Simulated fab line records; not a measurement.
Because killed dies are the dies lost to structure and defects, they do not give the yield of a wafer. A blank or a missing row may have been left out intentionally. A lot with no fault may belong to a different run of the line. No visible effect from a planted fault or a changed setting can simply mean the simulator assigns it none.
Matching of chambers | flow n5-finfet | 4 sister chambers for N5_BEOL_M2_ETCH_70 on rie-diel-03
The step etches SOC in N2/H2, target depth 80 nm, overetch 24 nm, time 130 s. 8 wafers are shown with their chamber, then 8 later ones without.

WAFERS, EACH WITH ITS CHAMBER
wafer  | chamber | drypump-motor-current-A (A) | showerhead-plenum-p-Torr (Torr)
L079.2 | 1       | 5.2                         | 2.61
L086.1 | 0       | 6.1                         | 2.44
L086.2 | 3       | 5.6                         | 2.48
L086.4 | 2       | 6.2                         | 2.44
L090.1 | 1       | 5.3                         | 2.60
L090.3 | 3       | 5.6                         | 2.47
L090.4 | 2       | 6.3                         | 2.43
L092.1 | 0       | 6.1                         | 2.44

WAFERS WHOSE CHAMBER IS MISSING
wafer  | drypump-motor-current-A (A) | showerhead-plenum-p-Torr (Torr)
L092.2 | 6.2                         | 2.43
L092.4 | 5.6                         | 2.47
L095.1 | 6.1                         | 2.44
L095.2 | 6.2                         | 2.43
L095.6 | 6.1                         | 2.44
L097.1 | 6.2                         | 2.43
L097.2 | 5.6                         | 2.47
L097.5 | 5.6                         | 2.47

EACH ONE'S CHAMBER
wafer  | from the rows above     | in truth
L092.2 | can't be placed: 2 or 0 | 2
L092.4 | 3                       | 3
L095.1 | 0                       | 0
L095.2 | can't be placed: 2 or 0 | 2
L095.6 | 0                       | 0
L097.1 | can't be placed: 2 or 0 | 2
L097.2 | 3                       | 3
L097.5 | 3                       | 3
Correct placement for 5 of the 8. These rows do not allow placing 3 (true chamber among the candidates in 3). Placed wrongly: 0.
How it was worked out, from the rows above alone: a wafer's distance from a chamber is the root of the sum, over the readings, of the square of ((its reading less the chamber's mean) divided by the reading's scatter). The wafer belongs to the nearest chamber; if the next one is less than 2 further off, it can't be placed. The mean given for a chamber averages the wafers shown for that chamber. The scatter: take each reading less its chamber's mean, square it, sum over the shown wafers, divide by the number of wafers less the number of chambers, and take the root.
